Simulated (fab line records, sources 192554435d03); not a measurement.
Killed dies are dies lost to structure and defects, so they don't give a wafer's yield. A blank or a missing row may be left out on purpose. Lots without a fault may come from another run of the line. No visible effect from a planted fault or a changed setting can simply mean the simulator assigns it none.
Comparing a struck lot with a sound one	flow n5Finfet	16 steps out of a route of 1938
Sound: these wafers, L671.1, L671.3, L671.6. Wafers L683.1, L683.3, L683.5 were the ones struck. At the end, the cause is stated.
At each step with rows: each side's tool, then ch and its chambers, then its first start. Under that, the readings that differ: sound wafers	struck wafers	difference of the means	sigmas: that difference in standard deviations of wafers without a fault.
alike: readings with means less than 2 such deviations apart, plus words and numbers identical on both sides. not compared: withheld readings, readings lacking a value on some wafer, bounds such as >300 that could conceal the same value, and numbers that have no deviation in the record and whose values overlap.
A row with sigmas, a row that says differs or no value, or rows on one side alone: a step with any of these is where the two part. Non-overlapping numbers with no deviation appear without sigmas and do not part them. Lack of a reading on every wafer of one side parts them only where that side has two or more wafers.

first, 3 steps without rows for these wafers: N5_BEOL_M2_SRD_40 (time 30 s); N5_BEOL_M2_PRECLEAN_42 (cleans in residue remover, time 60 s); N5_BEOL_M2_SRD_43 (time 30 s).
N5_BEOL_M2_CD_MEAS_35: target cd 18 nm, target cd y 22.2 nm.
  sound on cdSem-01, day 9 02:12; struck on cdSem-03, day 12 15:02
  alike: cdNm
then, 3 steps without rows for these wafers: N5_BEOL_M2_DEGAS_44 (time 60 s); N5_BEOL_M2_PRE_CLEAN_45 (time 30 s); N5_BEOL_M2_ALD_84 (deposits TaN, pulse time 2 s, purge time 3 s, co reactant purge time 2 s).
N5_BEOL_M2_SURFACE_TREAT_85:
  sound on pvdSputter-02, day 9 02:34; struck on pvdSputter-03, day 12 15:59
  not compared: throttleValvePct
then, 1 step without rows for these wafers: N5_BEOL_M2_CVD_47 (deposits Co from CCTBA/H2, target thk 3 nm, time 223.8 s).
N5_BEOL_M2_SPUTTER_48: material Cu, target thk 4.5 nm, time 8.29 s.
  sound on pvdSputter-02, day 9 02:47; struck on pvdSputter-02, day 12 16:28
  alike: throttleValvePct
N5_BEOL_M2_ANNEAL_49: time 240 s.
  sound on pvdSputter-02, day 9 02:52; struck on pvdSputter-02, day 12 16:32
  alike: heaterPowerW, susceptorTempC
N5_BEOL_M2_SPUTTER_79: material Cu, target thk 4.5 nm, time 8.29 s.
  sound on pvdSputter-02, day 9 03:01; struck on pvdSputter-02, day 12 16:41
  alike: throttleValvePct
N5_BEOL_M2_ANNEAL_80: time 240 s.
  sound on pvdSputter-02, day 9 03:05; struck on pvdSputter-02, day 12 16:46
  no value came back on the struck wafers for heaterPowerW (W), susceptorTempC (C); on the sound wafers heaterPowerW (W) reads 889 697 871
N5_BEOL_M2_SPUTTER_81: material Cu, target thk 4.5 nm, time 8.29 s.
  sound on pvdSputter-02, day 9 03:14; struck on pvdSputter-02, day 12 16:54
  alike: throttleValvePct
N5_BEOL_M4_RC_MEAS_101:
  sound on prober-01 ch 0, day 10 08:13; struck on prober-02 ch 0, day 13 15:55
  alike: DIBL_N, DIBL_P, IOFF_N, IOFF_P, ION_N, ION_P, SS_N, SS_P, VT_N, VT_P
-- the record jumps here: 4 days lie between the struck wafers' starts before and after (it left off in module BEOL_M4 and takes up again in module PASSIVATION, whose first step shown is number 1936 of the route) --
N5_PASSIVATION_PROBE_49:
  sound on prober-01, day 14 12:34; struck on prober-02, day 17 21:10
  alike: defectLimitedYield, killed_at_M0_to_M3, killed_at_M4_up, killedAtContacts, killedAtFrontEnd, killedAtOther, killedDies, killedOpen, killedShort, sort_bin_5_function, sort_bin_6_memory, sortNPass, sortYieldPct

== WHERE THEY PART ==
N5_BEOL_M2_ANNEAL_80 only, going by this record. Later steps at which nothing parts them and some readings are alike: N5_BEOL_M2_SPUTTER_81, N5_BEOL_M4_RC_MEAS_101, N5_PASSIVATION_PROBE_49.

WHY: the cause the simulator had injected
Entire step skipped (pvdSputter-02, N5_BEOL_M2_ANNEAL_80), from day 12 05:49 onward. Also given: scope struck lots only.
